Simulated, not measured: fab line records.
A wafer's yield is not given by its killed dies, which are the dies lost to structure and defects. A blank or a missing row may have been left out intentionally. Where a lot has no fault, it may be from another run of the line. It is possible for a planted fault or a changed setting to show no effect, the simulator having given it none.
fab line records    flow n5_finfet    part 1 of 2: steps 1 to 4 of 6
record: lots: 24  wafers: 72  last_day: 19
route steps=1938 shown BEOL_M10@1483 BEOL_M11@1538
lots with no fault: from the same line, run without faults
start_h: start of the lot's first displayed wafer, in hours after the record's first day    wait_h: time in hours since the lot's previous step    " identical to the entry in the row above    L1.1+2: one row covering several wafers at once    - no value present, or no start provided    * or withheld: withheld    < > ~ a bound
route shown NAME@n: NAME is a module with steps in the file, n the number in the route of the first one    usual: the fault-free wafers' mean and standard deviation    same: alike in all rows    chamber/n: place in a boat    sites: per-site readings    _std_site: the standard deviation of these    _edge_site: inner sites' mean taken away from outer sites' mean    radius_mm: how far each site lies from the wafer's centre    mask NAME#n: copy n    behind: the most recent tool/chamber to have shaped the wafer    hold: why the lot was held/for how many hours/how that ended    device: the transistor (n, p or np) that didn't switch    end of line: the tests these same wafers got at the end of their route    a step given without rows: its recipe and nothing more    killed: dies lost to structure and defects at the first sort, not the wafer's yield    map: the dies of a wafer, with x for killed, . for not killed, _ for no die there
set.NAME: the setting as run; set.NAME@STEP: as run at that earlier step    model.NAME: the simulator's own value behind a step, which no gauge read
steps of the route over a sample of lots; a table a step, a row a wafer
services: when a tool's chamber went out of use (start_h, in hours from the record's first day, below 0 if earlier), for how many hours, and the reason
== steps ==
step: N5_BEOL_M10_CD_MEAS_11
recipe: target_cd_nm: 64.1  landing_energy_ev: 500  detector: se_inlens  polarity: opening
usual: cd_nm: 64.1/0.44
lot.wafer  tool       chamber  start_h  wait_h  cd_nm
L074.1     cd_sem-03  0        243.48   -       64.5
L074.4     "          0        "        "       64.1
L074.6     "          0        "        "       63.9
L075.1     cd_sem-01  0        243.74   -       64.5
L075.2     "          0        "        "       63.9
L075.6     "          0        "        "       63.2
L078.2     cd_sem-01  0        291.57   -       64.3
L078.3     "          0        "        "       64.2
L078.6     "          0        "        "       64.6
L077.4     cd_sem-01  0        295.99   -       64.9
L077.5     "          0        "        "       64.9
L077.6     "          0        "        "       64.4
L080.2     cd_sem-03  0        315.45   -       64.2
L080.4     "          0        "        "       64.1
L080.5     "          0        "        "       64.5
L079.1     cd_sem-01  0        315.71   -       64.7
L079.4     "          0        "        "       64.0
L079.6     "          0        "        "       64.5
L081.1     cd_sem-02  0        323.24   -       63.5
L081.2     "          0        "        "       64.6
L081.6     "          0        "        "       64.2
L082.1     cd_sem-03  0        330.11   -       64.1
L082.3     "          0        "        "       63.8
L082.4     "          0        "        "       64.4
L083.2     cd_sem-03  0        339.33   -       64.3
L083.3     "          0        "        "       63.8
L083.6     "          0        "        "       64.4
L085.1     cd_sem-03  0        353.32   -       64.2
L085.4     "          0        "        "       64.6
L085.6     "          0        "        "       64.2
L084.1     cd_sem-02  0        353.84   -       63.6
L084.3     "          0        "        "       64.1
L084.4     "          0        "        "       64.4
L087.1     cd_sem-03  0        354.10   -       64.8
L087.2     "          0        "        "       64.8
L087.5     "          0        "        "       65.1
L086.2     cd_sem-01  0        354.28   -       63.8
L086.4     "          0        "        "       64.5
L086.5     "          0        "        "       64.3
L076.3     cd_sem-02  0        361.68   -       63.8
L076.4     "          0        "        "       63.5
L076.6     "          0        "        "       64.2
L089.2     cd_sem-01  0        361.75   -       64.0
L089.3     "          0        "        "       64.6
L089.5     "          0        "        "       63.5
L090.2     cd_sem-02  0        369.86   -       63.8
L090.4     "          0        "        "       64.5
L090.6     "          0        "        "       63.8
L091.2     cd_sem-02  0        384.52   -       64.4
L091.5     "          0        "        "       64.8
L091.6     "          0        "        "       64.1
L088.2     cd_sem-03  0        388.47   -       63.8
L088.3     "          0        "        "       64.5
L088.6     "          0        "        "       64.4
L092.1     cd_sem-03  0        388.75   -       63.6
L092.2     "          0        "        "       63.9
L092.4     "          0        "        "       64.2
L094.1     cd_sem-02  0        393.65   -       64.4
L094.3     "          0        "        "       63.7
L094.4     "          0        "        "       63.9
L093.2     cd_sem-03  0        394.01   -       63.9
L093.4     "          0        "        "       63.9
L093.6     "          0        "        "       63.9
L095.2     cd_sem-01  0        395.40   -       64.0
L095.5     "          0        "        "       63.7
L095.6     "          0        "        "       63.2
L096.2     cd_sem-02  0        400.67   -       63.2
L096.5     "          0        "        "       63.6
L096.6     "          0        "        "       64.0
L097.1     cd_sem-01  0        404.55   -       64.2
L097.5     "          0        "        "       64.0
L097.6     "          0        "        "       64.5
step: N5_BEOL_M10_STRIP_36
recipe: chemistry: N2/H2  power_w: 450  temp_c: 40  pressure_mtorr: 20  rf_frequency_hz: 6e+07  overash_fraction: 0.3  bias_power_w: 7  h2_frac: 0.5  n2_flow_sccm: 200  h2_flow_sccm: 200
usual: drypump_motor_current_A: 5.9/0.5  n2_flow_sccm: 200.0/0.52  oes_product_au: 0.81/0.074  rf_vpp_V: 59.1/1.9  showerhead_plenum_p_Torr: 2.50/0.094  throttle_valve_pct: 23.59/0.28
lot.wafer  tool         chamber  start_h  wait_h  drypump_motor_current_A  n2_flow_sccm  oes_product_au  rf_hours_counter_h  rf_vpp_V  showerhead_plenum_p_Torr  throttle_valve_pct
L074.1     rie_diel-05  1        246.26   0.0     6.2                      199.6         0.91            38                  59.2      2.46                      23.30
L074.4     "            0        "        "       5.3                      200.6         0.82            75                  58.7      2.56                      23.58
L074.6     "            2        "        "       5.6                      200.1         0.72            -                   55.8      2.63                      23.77
L075.1     rie_diel-03  1        246.43   0.0     6.4                      199.7         0.82            64                  58.9      2.58                      23.33
L075.2     "            0        "        "       6.0                      199.6         0.80            93                  59.7      2.46                      24.07
L075.6     "            0        "        "       6.0                      200.0         0.82            -                   55.8      2.46                      24.03
L078.2     rie_diel-01  1        295.25   0.0     6.4                      199.5         0.80            86                  60.6      2.48                      23.50
L078.3     "            3        "        "       5.1                      200.2         0.72            200                 60.7      2.30                      23.05
L078.6     "            0        "        "       6.3                      200.4         0.75            -                   62.6      2.41                      23.60
L077.4     rie_diel-03  3        297.35   0.0     5.6                      199.6         0.91            13                  58.7      2.60                      23.84
L077.5     "            1        "        "       6.5                      200.7         0.82            -                   59.6      2.57                      23.44
L077.6     "            2        "        "       6.7                      200.9         0.81            -                   57.8      2.56                      23.65
L080.2     rie_diel-01  0        316.94   0.0     6.2                      198.6         0.74            185                 62.5      2.41                      23.60
L080.4     "            3        "        "       5.1                      200.2         0.73            205                 56.1      2.30                      23.13
L080.5     "            2        "        "       5.4                      200.3         0.68            -                   59.4      2.60                      23.70
L079.1     rie_diel-03  1        319.51   0.0     6.4                      199.3         0.81            81                  58.9      2.57                      23.39
L079.4     "            0        "        "       6.0                      200.4         0.77            112                 57.5      2.45                      24.06
L079.6     "            3        "        "       5.6                      199.2         0.92            -                   60.9      2.60                      23.86
L081.1     rie_diel-05  1        325.27   0.0     6.2                      199.5         0.88            55                  60.4      2.46                      23.31
L081.2     "            2        "        "       5.6                      200.1         0.71            232                 59.0      2.62                      23.83
L081.6     "            0        "        "       5.3                      199.6         0.80            -                   57.9      2.56                      23.59
L082.1     rie_diel-05  2        332.76   0.0     5.6                      199.4         0.70            235                 58.6      2.62                      23.82
L082.3     "            0        "        "       5.4                      200.2         0.77            96                  59.6      2.55                      23.58
L082.4     "            3        "        "       5.5                      199.9         0.84            48                  61.2      2.46                      23.13
L083.2     rie_diel-03  3        342.59   0.0     5.6                      199.0         0.92            21                  62.2      2.60                      23.88
L083.3     "            0        "        "       6.0                      200.4         0.77            115                 58.3      2.45                      24.07
L083.6     "            0        "        "       6.0                      200.9         0.77            -                   60.3      2.45                      24.10
L085.1     rie_diel-01  2        355.81   0.0     5.5                      201.0         0.99            5                   57.4      2.60                      23.62
L085.4     "            2        "        "       5.5                      200.3         0.98            -                   59.3      2.60                      23.58
L085.6     "            3        "        "       5.1                      199.5         0.70            -                   58.1      2.29                      23.15
L084.1     rie_diel-03  0        356.51   0.0     6.0                      200.6         0.78            118                 59.5      2.45                      24.04
L084.3     "            1        "        "       6.5                      199.8         0.80            88                  60.3      2.57                      23.45
L084.4     "            2        "        "       6.7                      199.8         0.79            106                 58.8      2.56                      23.71
L087.1     rie_diel-05  3        356.88   0.0     5.6                      199.6         0.84            58                  58.7      2.46                      23.14
L087.2     "            2        "        "       5.6                      199.8         0.71            244                 58.7      2.61                      23.79
L087.5     "            1        "        "       6.2                      200.3         0.85            -                   59.5      2.45                      23.33
L086.2     rie_diel-03  2        357.32   0.0     6.7                      199.4         0.78            106                 53.5      2.55                      23.66
L086.4     "            0        "        "       6.0                      200.4         0.78            119                 60.6      2.45                      24.11
L086.5     "            1        "        "       6.5                      199.8         0.80            -                   60.3      2.56                      23.39
L089.2     rie_diel-01  0        364.55   0.0     6.2                      200.4         0.73            208                 58.5      2.40                      23.65
L089.3     "            3        "        "       5.1                      199.6         0.70            224                 57.8      2.29                      23.15
L089.5     "            2        "        "       5.4                      200.2         0.94            -                   61.0      2.60                      23.61
L076.3     rie_diel-03  2        364.59   0.0     6.7                      200.7         0.77            109                 55.9      2.55                      23.65
L076.4     "            0        "        "       6.0                      199.8         0.77            121                 59.2      2.45                      24.10
L076.6     "            0        "        "       6.0                      200.2         0.79            -                   60.0      2.45                      24.08
L090.2     rie_diel-01  0        374.32   0.0     6.2                      199.3         0.70            212                 60.8      2.40                      23.61
L090.4     "            1        "        "       6.4                      199.8         0.78            108                 58.9      2.47                      23.54
L090.6     "            3        "        "       5.1                      199.2         0.71            -                   59.7      2.29                      23.11
L091.2     rie_diel-03  0        387.93   0.0     6.0                      200.3         0.77            130                 59.8      2.45                      24.07
L091.5     "            1        "        "       6.5                      200.2         0.78            -                   56.0      2.56                      23.43
L091.6     "            0        "        "       6.0                      199.4         0.77            -                   55.1      2.45                      24.10
L088.2     rie_diel-01  2        390.51   0.0     5.4                      199.7         0.91            22                  58.3      2.59                      23.61
L088.3     "            1        "        "       6.5                      199.6         0.77            115                 60.5      2.47                      23.53
L088.6     "            0        "        "       6.2                      200.1         0.70            -                   57.4      2.40                      23.63
L092.1     rie_diel-05  3        390.70   0.0     5.6                      199.9         0.79            71                  60.4      2.45                      23.15
L092.2     "            1        "        "       6.2                      199.5         0.84            82                  59.2      2.45                      23.34
L092.4     "            2        "        "       5.7                      200.1         0.96            0                   60.8      2.61                      23.50
L095.2     rie_diel-05  2        399.80   0.0     5.7                      200.4         0.94            3                   61.0      2.61                      23.49
L095.5     "            2        "        "       5.6                      200.2         0.94            -                   58.2      2.61                      23.53
L095.6     "            1        "        "       6.2                      199.3         0.84            -                   58.9      2.45                      23.36
L094.1     rie_diel-05  0        400.26   0.0     5.3                      199.2         0.78            121                 61.1      2.54                      23.66
L094.3     "            2        "        "       5.6                      199.8         0.95            3                   60.1      2.61                      23.52
L094.4     "            0        "        "       5.3                      199.6         0.80            -                   60.1      2.55                      23.63
L093.2     rie_diel-03  0        400.52   0.0     6.0                      200.5         0.76            134                 58.9      2.44                      24.15
L093.4     "            1        "        "       6.5                      198.8         0.77            104                 60.5      2.56                      23.43
L093.6     "            0        "        "       6.0                      200.3         0.79            -                   58.3      2.44                      24.08
L096.2     rie_diel-03  2        403.79   0.0     6.7                      198.8         0.77            124                 59.4      2.55                      23.66
L096.5     "            1        "        "       6.5                      199.6         0.78            -                   59.6      2.56                      23.43
L096.6     "            2        "        "       6.7                      199.8         0.78            -                   60.5      2.55                      23.66
L097.1     rie_diel-01  2        406.85   0.0     5.4                      200.1         0.93            28                  60.7      2.59                      23.66
L097.5     "            3        "        "       5.1                      200.6         0.69            -                   61.1      2.28                      23.17
L097.6     "            2        "        "       5.4                      199.9         0.91            -                   55.4      2.59                      23.64
step: N5_BEOL_M11_THK_MEAS_01
recipe: reads: SiCOH_lowk_of_BEOL_M11_ILD_DEP_00
usual: M11_ILD_THK: 266/3.4
lot.wafer  tool           chamber  start_h  wait_h  M11_ILD_THK[nm]
L074.1     film_metro-01  -        250.77   0.4     264
L074.4     "              -        "        "       271
L074.6     "              -        "        "       271
L075.1     film_metro-02  -        251.15   0.4     266
L075.2     "              -        "        "       262
L075.6     "              -        "        "       266
L078.2     film_metro-01  -        298.58   0.4     261
L078.3     "              -        "        "       262
L078.6     "              -        "        "       264
L077.4     film_metro-01  -        301.76   0.4     270
L077.5     "              -        "        "       264
L077.6     "              -        "        "       268
L080.2     film_metro-02  -        320.74   0.4     264
L080.4     "              -        "        "       273
L080.5     "              -        "        "       269
L079.1     film_metro-02  -        323.09   0.4     267
L079.4     "              -        "        "       269
L079.6     "              -        "        "       275
L081.1     film_metro-02  -        328.50   0.4     264
L081.2     "              -        "        "       263
L081.6     "              -        "        "       264
L082.1     film_metro-01  -        337.39   0.8     260
L082.3     "              -        "        "       265
L082.4     "              -        "        "       265
L083.2     film_metro-02  -        345.74   0.4     264
L083.3     "              -        "        "       265
L083.6     "              -        "        "       267
L085.1     film_metro-01  -        359.51   0.4     270
L085.4     "              -        "        "       268
L085.6     "              -        "        "       271
L084.1     film_metro-01  -        360.35   0.4     262
L084.3     "              -        "        "       265
L084.4     "              -        "        "       269
L087.1     film_metro-01  -        360.97   0.4     265
L087.2     "              -        "        "       268
L087.5     "              -        "        "       272
L086.2     film_metro-02  -        361.72   0.4     267
L086.4     "              -        "        "       271
L086.5     "              -        "        "       268
L089.2     film_metro-01  -        368.15   0.4     264
L089.3     "              -        "        "       259
L089.5     "              -        "        "       267
L076.3     film_metro-02  -        368.69   0.3     263
L076.4     "              -        "        "       270
L076.6     "              -        "        "       269
L090.2     film_metro-01  -        378.18   0.4     267
L090.4     "              -        "        "       270
L090.6     "              -        "        "       270
L091.2     film_metro-01  -        392.14   0.4     264
L091.5     "              -        "        "       268
L091.6     "              -        "        "       264
L088.2     film_metro-02  -        394.73   0.4     260
L088.3     "              -        "        "       264
L088.6     "              -        "        "       267
L092.1     film_metro-01  -        394.87   0.4     264
L092.2     "              -        "        "       264
L092.4     "              -        "        "       270
L095.2     film_metro-01  -        403.09   0.4     265
L095.5     "              -        "        "       269
L095.6     "              -        "        "       268
L094.1     film_metro-01  -        405.16   0.4     264
L094.3     "              -        "        "       262
L094.4     "              -        "        "       266
L093.2     film_metro-01  -        405.54   0.4     263
L093.4     "              -        "        "       265
L093.6     "              -        "        "       265
L096.2     film_metro-02  -        406.89   0.4     262
L096.5     "              -        "        "       270
L096.6     "              -        "        "       267
L097.1     film_metro-02  -        410.92   0.8     261
L097.5     "              -        "        "       265
L097.6     "              -        "        "       266
step: N5_BEOL_M11_ETCH_62
recipe: chemistry: N2/H2  target: SOC  target_depth_a: 1100  overetch_a: 220  mask_material: SiARC  temp_c: 40  time_s: 165  ion_energy_ev: 200  pressure_mtorr: 30  source_w: 840  bias_w: 150  n2_flow_sccm: 200  h2_flow_sccm: 200
usual: drypump_motor_current_A: 5.5/0.37  n2_flow_sccm: 200.0/0.53  oes_product_au: 0.69/0.084  rf_vpp_V: 523.1/2.9  showerhead_plenum_p_Torr: 2.52/0.1  throttle_valve_pct: 17.78/0.26
lot.wafer  tool         chamber  start_h  wait_h  drypump_motor_current_A  n2_flow_sccm  oes_product_au  rf_hours_counter_h  rf_vpp_V  showerhead_plenum_p_Torr  throttle_valve_pct
L074.1     rie_diel-02  3        251.70   0.0     5.7                      199.3         0.59            242                 523.7     2.50                      18.19
L074.4     "            0        "        "       5.4                      200.6         0.77            -                   524.4     2.58                      17.65
L074.6     "            3        "        "       5.7                      199.8         0.59            -                   522.2     2.50                      18.18
L075.1     rie_diel-04  2        251.80   0.0     5.3                      199.3         0.62            181                 525.1     2.66                      18.11
L075.2     "            1        "        "       6.3                      200.2         0.58            247                 518.9     2.40                      18.15
L075.6     "            3        "        "       5.7                      201.0         0.57            -                   523.2     2.50                      18.09
L078.2     rie_diel-06  3        300.25   0.0     5.4                      200.4         0.60            203                 519.0     2.42                      18.14
L078.3     "            2        "        "       5.2                      201.0         0.59            241                 525.1     2.62                      18.02
L078.6     "            1        "        "       5.6                      200.0         0.60            -                   521.0     2.39                      17.68
L077.4     rie_diel-06  2        303.42   0.0     5.2                      199.5         0.58            242                 524.3     2.62                      18.03
L077.5     "            3        "        "       5.3                      200.5         0.60            -                   518.6     2.42                      18.15
L077.6     "            0        "        "       4.9                      200.4         0.71            -                   521.8     2.48                      17.61
L080.2     rie_diel-04  1        322.48   0.0     6.3                      199.7         0.78            14                  528.8     2.72                      17.73
L080.4     "            0        "        "       5.8                      200.0         0.73            -                   522.3     2.49                      17.63
L080.5     "            1        "        "       6.2                      200.1         0.77            -                   529.5     2.72                      17.74
L079.1     rie_diel-06  1        324.16   0.0     5.7                      200.1         0.60            238                 518.5     2.39                      17.72
L079.4     "            2        "        "       5.3                      201.0         0.59            250                 524.4     2.62                      18.02
L079.6     "            3        "        "       5.4                      199.9         0.60            -                   520.7     2.41                      18.17
L081.1     rie_diel-06  0        330.66   0.0     4.9                      199.9         0.70            69                  521.8     2.48                      17.61
L081.2     "            1        "        "       5.7                      200.3         0.60            241                 520.5     2.39                      17.70
L081.6     "            1        "        "       5.7                      199.6         0.60            -                   519.4     2.39                      17.70
L082.1     rie_diel-06  3        340.41   0.0     5.4                      200.2         0.59            220                 518.5     2.41                      18.19
L082.3     "            1        "        "       5.7                      200.7         0.59            247                 518.8     2.39                      17.69
L082.4     "            0        "        "       4.9                      200.1         0.69            -                   522.7     2.47                      17.63
L083.2     rie_diel-02  0        347.41   0.0     5.4                      199.6         0.77            24                  525.8     2.58                      17.66
L083.3     "            3        "        "       5.7                      199.1         0.59            245                 523.0     2.50                      18.19
L083.6     "            2        "        "       5.5                      199.9         0.84            -                   522.8     2.50                      17.41
L085.1     rie_diel-04  3        360.38   0.0     5.7                      200.1         0.79            11                  522.2     2.49                      17.65
L085.4     "            1        "        "       6.3                      200.3         0.75            27                  528.6     2.71                      17.76
L085.6     "            1        "        "       6.3                      199.3         0.75            -                   529.2     2.71                      17.75
L084.1     rie_diel-02  1        361.92   0.0     6.0                      199.3         0.60            211                 519.6     2.42                      17.67
L084.3     "            2        "        "       5.5                      200.2         0.82            7                   522.0     2.50                      17.41
L084.4     "            0        "        "       5.4                      199.9         0.76            28                  526.0     2.58                      17.65
L087.1     rie_diel-04  0        362.04   0.0     5.8                      200.4         0.71            73                  522.5     2.48                      17.65
L087.2     "            1        "        "       6.3                      200.8         0.75            27                  528.1     2.71                      17.76
L087.5     "            0        "        "       5.8                      199.9         0.71            -                   521.1     2.48                      17.65
L086.2     rie_diel-04  1        364.97   0.0     6.3                      199.9         0.76            28                  528.5     2.71                      17.78
L086.4     "            0        "        "       5.8                      199.2         0.72            74                  520.8     2.48                      17.64
L086.5     "            1        "        "       6.3                      200.2         0.75            -                   527.1     2.71                      17.76
L089.2     rie_diel-06  1        370.07   0.0     5.7                      200.4         0.81            3                   526.9     2.70                      17.25
L089.3     "            2        "        "       5.2                      199.6         0.80            6                   526.1     2.62                      17.63
L089.5     "            3        "        "       5.4                      200.1         0.59            -                   521.3     2.41                      18.21
L076.3     rie_diel-04  1        370.23   0.0     6.3                      200.9         0.76            30                  527.2     2.71                      17.77
L076.4     "            2        "        "       5.3                      199.3         0.59            223                 525.3     2.64                      18.17
L076.6     "            1        "        "       6.2                      200.0         0.75            -                   529.5     2.71                      17.77
L090.2     rie_diel-06  2        379.82   0.0     5.2                      200.4         0.79            10                  526.2     2.62                      17.63
L090.4     "            0        "        "       4.9                      200.3         0.68            85                  521.9     2.47                      17.66
L090.6     "            1        "        "       5.7                      200.0         0.80            -                   528.4     2.70                      17.26
L091.2     rie_diel-06  3        394.26   0.0     5.4                      200.2         0.59            238                 518.0     2.40                      18.22
L091.5     "            3        "        "       5.4                      199.2         0.59            -                   518.8     2.40                      18.21
L091.6     "            0        "        "       4.9                      199.0         0.67            -                   522.0     2.47                      17.68
L088.2     rie_diel-06  2        400.67   0.0     5.3                      199.6         0.78            16                  525.7     2.61                      17.63
L088.3     "            0        "        "       4.9                      199.7         0.67            92                  522.8     2.47                      17.67
L088.6     "            1        "        "       5.7                      199.5         0.78            -                   529.3     2.70                      17.28
L092.1     rie_diel-04  1        400.68   0.0     6.3                      199.7         0.73            41                  528.3     2.70                      17.79
L092.2     "            2        "        "       5.2                      199.3         0.59            234                 526.0     2.63                      18.17
L092.4     "            3        "        "       5.6                      199.1         0.77            25                  522.6     2.49                      17.69
L095.2     rie_diel-06  0        404.87   0.0     4.9                      199.1         0.68            93                  520.9     2.46                      17.64
L095.5     "            3        "        "       5.4                      199.9         0.59            -                   520.2     2.40                      18.22
L095.6     "            2        "        "       5.2                      201.3         0.78            -                   526.5     2.61                      17.65
L094.1     rie_diel-02  1        407.88   0.0     6.1                      199.9         0.59            228                 520.7     2.41                      17.73
L094.3     "            0        "        "       5.5                      200.4         0.73            46                  524.5     2.57                      17.68
L094.4     "            2        "        "       5.5                      199.3         0.78            24                  522.5     2.49                      17.44
L093.2     rie_diel-02  1        408.13   0.0     6.0                      200.7         0.59            228                 519.8     2.41                      17.73
L093.4     "            2        "        "       5.5                      200.0         0.78            24                  522.5     2.49                      17.44
L093.6     "            3        "        "       5.7                      199.3         0.82            -                   523.7     2.49                      17.79
L096.2     rie_diel-06  1        408.91   0.0     5.7                      199.7         0.77            15                  527.5     2.70                      17.28
L096.5     "            0        "        "       4.9                      199.7         0.67            -                   521.9     2.46                      17.65
L096.6     "            2        "        "       5.2                      199.8         0.77            -                   524.9     2.61                      17.65
L097.1     rie_diel-02  3        412.50   0.0     5.7                      200.3         0.82            10                  521.6     2.49                      17.80
L097.5     "            3        "        "       5.7                      200.6         0.81            -                   522.0     2.49                      17.79
L097.6     "            0        "        "       5.5                      199.5         0.73            -                   525.8     2.57                      17.70
